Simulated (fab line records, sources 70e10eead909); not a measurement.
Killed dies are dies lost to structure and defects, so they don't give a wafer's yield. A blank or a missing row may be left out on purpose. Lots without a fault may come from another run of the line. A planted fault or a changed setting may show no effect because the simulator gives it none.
A struck lot beside a sound one | flow nand_harc | 17 steps out of a route of 1302
Sound: wafers L402.1, L402.3, L402.5. Struck: wafer L409.5. (L409.1, L409.3 of the same lot were not struck and are left out.) The cause comes at the end.
At each step with rows: each side's tool, then ch and its chambers, then its first start. Under that, the readings that differ: sound wafers | struck wafers | difference of the means | sigmas: that difference in standard deviations of wafers without a fault.
alike: readings whose means differ by less than 2 such deviations, and words and numbers that are the same on both sides. not compared: withheld readings, readings that some wafer has no value for, bounds like >300 that may hide the same value, and numbers for which the record gives no deviation and whose values overlap.
The two part at a step that has a row with sigmas, a row that says differs or no value, or rows on one side only. Numbers that don't overlap but have no deviation are shown without sigmas and don't part them. A reading that every wafer of one side lacks parts them only if that side has two wafers or more.

NHARC_A_M0_OVL_MEAS_10: pitch 160 nm.
  sound on overlay-01, day 25 18:05; struck on overlay-01, day 28 15:28
  reading           | sound       | struck | difference | sigmas
  overlay_x_nm (nm) | 1.5 1.9 1.7 | -1.1   | -2.8       | -3
  alike: overlay_y_nm
NHARC_A_M0_INSPECT_11:
  sound on defect_inspect-02, day 25 18:07; struck on defect_inspect-01, day 28 15:31
  alike: raw_defect_count
NHARC_A_M0_DESCUM_14: chemistry O2, time 3 s.
  sound on rie_diel-11 ch 2,3, day 25 18:11; struck on rie_diel-02 ch 3, day 28 15:34
  alike: chamber_pressure_mTorr, drypump_motor_current_A, oes_product_au, rf_vpp_V, showerhead_plenum_p_Torr, throttle_valve_pct
  not compared: rf_hours_counter_h
NHARC_A_M0_ETCH_34: etches the open film in N2/H2, target depth 40 nm, overetch 12 nm, time 43.94 s.
  sound on rie_diel-11 ch 0,2,3, day 25 18:16; struck on rie_diel-02 ch 3, day 28 15:42
  reading                        | sound             | struck | difference | sigmas
  chamber_pressure_mTorr (mTorr) | 29.99 30.01 30.03 | 29.92  | -0.09      | -2
  alike: drypump_motor_current_A, oes_product_au, rf_vpp_V, showerhead_plenum_p_Torr, throttle_valve_pct
  not compared: rf_hours_counter_h
then, 1 step without rows for these wafers: NHARC_A_M0_ETCH_15 (etches the open film in C4F8/Ar, target depth 150 nm, overetch 15 nm, time 82.5 s).
NHARC_A_M0_CD_MEAS_16:
  sound on cd_sem-02, day 25 18:29; struck on cd_sem-03, day 28 15:55
  reading    | sound          | struck | difference | sigmas
  cd_nm (nm) | 80.7 81.1 81.0 | 79.5   | -1.4       | -2
then, 2 steps without rows for these wafers: NHARC_A_M0_STRIP_18 (strips in N2/H2); NHARC_A_M0_STRIP_19 (strips in post etch residue remover, time 600 s).
NHARC_A_M0_DEGAS_28: time 60 s.
  sound on pvd_sputter-02, day 25 19:07; struck on pvd_sputter-01, day 28 16:35
  alike: heater_power_w
then, 2 steps without rows for these wafers: NHARC_A_M0_PRE_CLEAN_29 (time 30 s); NHARC_A_M0_PVD_20 (deposits TaN, target thk 5 nm, time 8.06 s).
NHARC_A_M0_PVD_21: deposits Cu, target thk 30 nm, time 20.49 s.
  sound on pvd_sputter-02; struck on pvd_sputter-01
  alike: throttle_valve_pct
NHARC_A_M0_ECD_22: material Cu, target thk 400 nm.
  sound on ecd_cu-01 ch 0,1, day 25 19:28; struck on ecd_cu-01 ch 0, day 28 17:00
  alike: bath_temp_c
NHARC_A_M0_ANNEAL_30: time 90 s.
  sound on rtp_anneal-01 ch 0, day 25 19:50; struck on rtp_anneal-02 ch 0, day 28 17:21
  alike: wafer_temp_C_max
NHARC_A_M0_CMP_23: polishes, t overpolish 20 s, target thk 113.75 nm.
  sound on cmp-04 ch 0,2,3, day 25 20:11; struck on cmp-04 ch 0, day 28 17:43
  reading                | sound          | struck | difference | sigmas
  time_to_endpoint_s (s) | 30.2 31.1 31.9 | 18.2   | -12.9      | -6
  alike: motor_current_A
NHARC_A_M0_THK_MEAS_24: measures by xrf.
  sound on film_metro-01, day 25 20:30; struck on film_metro-02, day 28 18:01
  alike: thk_nm
then, 1 step without rows for these wafers: NHARC_END_SORT_01.

WHERE THEY PART
First at NHARC_A_M0_OVL_MEAS_10; last, within this record, at NHARC_A_M0_CMP_23. Later steps at which nothing parts them and some readings are alike: NHARC_A_M0_THK_MEAS_24.

WHY: what the simulator had put in
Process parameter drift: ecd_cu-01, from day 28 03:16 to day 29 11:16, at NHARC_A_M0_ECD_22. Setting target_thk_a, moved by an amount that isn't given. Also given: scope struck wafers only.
